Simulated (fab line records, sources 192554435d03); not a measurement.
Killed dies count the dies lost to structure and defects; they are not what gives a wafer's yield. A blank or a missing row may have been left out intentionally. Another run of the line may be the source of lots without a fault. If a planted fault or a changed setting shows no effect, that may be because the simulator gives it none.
Matching of chambers | flow n5 finfet | N5_BEOL_M3_ALD_84 on ald metal-02 has 4 sister chambers
The step deposits TaN, pulse time 2 s, purge time 3 s, co reactant purge time 2 s. 16 wafers are shown with their chamber, then 8 later ones without.

== EACH WAFER AND ITS CHAMBER ==
wafer  | chamber | heater power w (W)
L076.2 | 1       | 383
L076.4 | 2       | 411
L076.6 | 1       | 382
L077.3 | 3       | 414
L077.4 | 2       | 417
L077.6 | 3       | 412
L074.2 | 0       | 445
L074.3 | 3       | 405
L074.4 | 2       | 419
L079.1 | 1       | 376
L079.4 | 3       | 421
L079.6 | 1       | 380
L087.3 | 3       | 418
L087.4 | 1       | 386
L087.6 | 3       | 404
L090.1 | 1       | 384

SIGNATURES, as means of the wafers listed above
reading        | chamber 0 | chamber 1 | chamber 2 | chamber 3 | scatter within a chamber
heater power w | 445.00    | 381.83    | 415.67    | 412.33    | 5.23
Rule: a wafer's distance from a chamber is the root of the sum, over the readings, of the square of ((its reading less the chamber's mean) divided by the reading's scatter). The wafer belongs to the nearest chamber; if the next one is less than 2 further off, it can't be placed. How the scatter is found: for the shown wafers, subtract from each reading the mean of its chamber, square and add these, divide the total by (wafers less chambers), then take the root.

== WAFERS MISSING THEIR CHAMBER ==
wafer  | heater power w (W)
L090.2 | 456
L090.4 | 408
L089.1 | 421
L089.4 | 449
L089.6 | 408
L093.3 | 406
L093.4 | 414
L093.6 | 460

== CHAMBER TAKEN BY EACH ==
wafer  | from the rows above     | in truth
L090.2 | 0                       | 0
L090.4 | can't be placed: 3 or 2 | 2
L089.1 | can't be placed: 2 or 3 | 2
L089.4 | 0                       | 0
L089.6 | can't be placed: 3 or 2 | 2
L093.3 | can't be placed: 3 or 2 | 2
L093.4 | can't be placed: 2 or 3 | 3
L093.6 | 0                       | 0
Placed correctly: 3 of 8. Not placeable from these rows: 5 (in 5, the candidates include the true chamber). 0 placed wrongly.
